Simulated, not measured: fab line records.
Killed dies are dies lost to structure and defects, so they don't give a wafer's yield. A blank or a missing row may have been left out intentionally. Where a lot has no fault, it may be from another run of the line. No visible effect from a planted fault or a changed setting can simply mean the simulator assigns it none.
Comparing a struck lot with a sound one / flow nandHarc / 15 steps out of a route of 1302
Sound: these wafers, L143.1, L143.5, L143.6. Struck: wafer L157.1. (L157.5, L157.6 of the same lot were not struck and are left out.) The cause comes at the end.
Per side, at each step with rows, come the tool, then ch with its chambers, and then its first start. Under that, the readings that differ: sound wafers / struck wafers / difference of the means / sigmas: that difference in standard deviations of wafers without a fault.
alike: same words and numbers on both sides, and readings whose means sit less than 2 such deviations apart. not compared: any withheld reading, any reading some wafer has no value for, any bound like >300 that may hide the same value, and any number with overlapping values for which the record gives no deviation.
The two part at a step that has a row with sigmas, a row that says differs or no value, or rows on one side only. Numbers that don't overlap but have no deviation are shown without sigmas and don't part them. Lack of a reading on every wafer of one side parts them only where that side has two or more wafers.

first, 7 steps without rows for these wafers: NHARC_P_BONDPAD_COAT_36 (time 65 s); NHARC_P_BONDPAD_COAT_03 (resist thk 600 nm); NHARC_P_BONDPAD_SOFTBAKE_04 (time 70 s); NHARC_P_BONDPAD_EBR_05; NHARC_P_BONDPAD_EXPOSE_06 (exposes mask P BPAD); NHARC_P_BONDPAD_PEB_07 (peb time 80 s); NHARC_P_BONDPAD_DEVELOP_08 (time 50 s).
NHARC_P_BONDPAD_CD_MEAS_09: the cd target is 500 nm.
  sound on cdSem-02 ch 0, day 7 06:55; struck on cdSem-03 ch 0, day 13 10:40
  alike: cdNm
NHARC_P_BONDPAD_OVL_MEAS_38:
  sound on overlay-02 at day 7 07:01; struck on overlay-02 at day 13 10:46
reading=overlayXNm (nm); sound=-9 -9 -9; struck=6; difference=+15; sigmas=+3
  alike: overlayYNm
then, 1 step without rows for these wafers: NHARC_P_BONDPAD_HARDBAKE_10 (time 65 s).
NHARC_P_BONDPAD_DESCUM_11: chemistry O2, time 3 s.
  sound on rieDiel-10 ch 0,1,2, day 7 07:10; struck on rieDiel-13 ch 0, day 13 10:54
  alike: drypumpMotorCurrentA, oesProductAu, rfVppV, showerheadPlenumPTorr, throttleValvePct
  not compared: rfHoursCounterH
NHARC_P_BONDPAD_ETCH_37: etches the open film in N2/H2, target depth 60 nm, overetch 18 nm, time 65.91 s.
  sound on rieDiel-10 ch 0,1, day 7 07:13; struck on rieDiel-13 ch 2, day 13 10:59
  alike: drypumpMotorCurrentA, oesProductAu, rfVppV, runLengthS, showerheadPlenumPTorr, throttleValvePct
  not compared: rfHoursCounterH
NHARC_P_BONDPAD_ETCH_12: etches the open film in CHF3/O2, target depth 200 nm, time 100 s.
  sound on rieDiel-10 ch 0,1,2, day 7 07:20; struck on rieDiel-13 ch 1, day 13 11:04
reading=runLengthS (s); sound=122.3 121.4 121.5; struck=130.6; difference=+8.9; sigmas=+18
  alike: drypumpMotorCurrentA, oesProductAu, rfVppV, showerheadPlenumPTorr, throttleValvePct
  not compared: rfHoursCounterH
NHARC_P_BONDPAD_CD_MEAS_13:
  sound on cdSem-01 at day 7 07:27; struck on cdSem-03 at day 13 11:12
  alike: cdNm
-- record jumps: 17 days between struck wafers' starts before vs after; left off in module P_BONDPAD, resumes in module END, first step shown is number 1302 of the route --
NHARC_END_SORT_01:
  only the struck wafers appear in the record here, on prober-01 ch 0 at day 30 20:57; the sound ones have no rows

== WHERE THEY PART ==
First at NHARC_P_BONDPAD_OVL_MEAS_38; last, within this record, at NHARC_END_SORT_01.

WHY: the cause the simulator had injected
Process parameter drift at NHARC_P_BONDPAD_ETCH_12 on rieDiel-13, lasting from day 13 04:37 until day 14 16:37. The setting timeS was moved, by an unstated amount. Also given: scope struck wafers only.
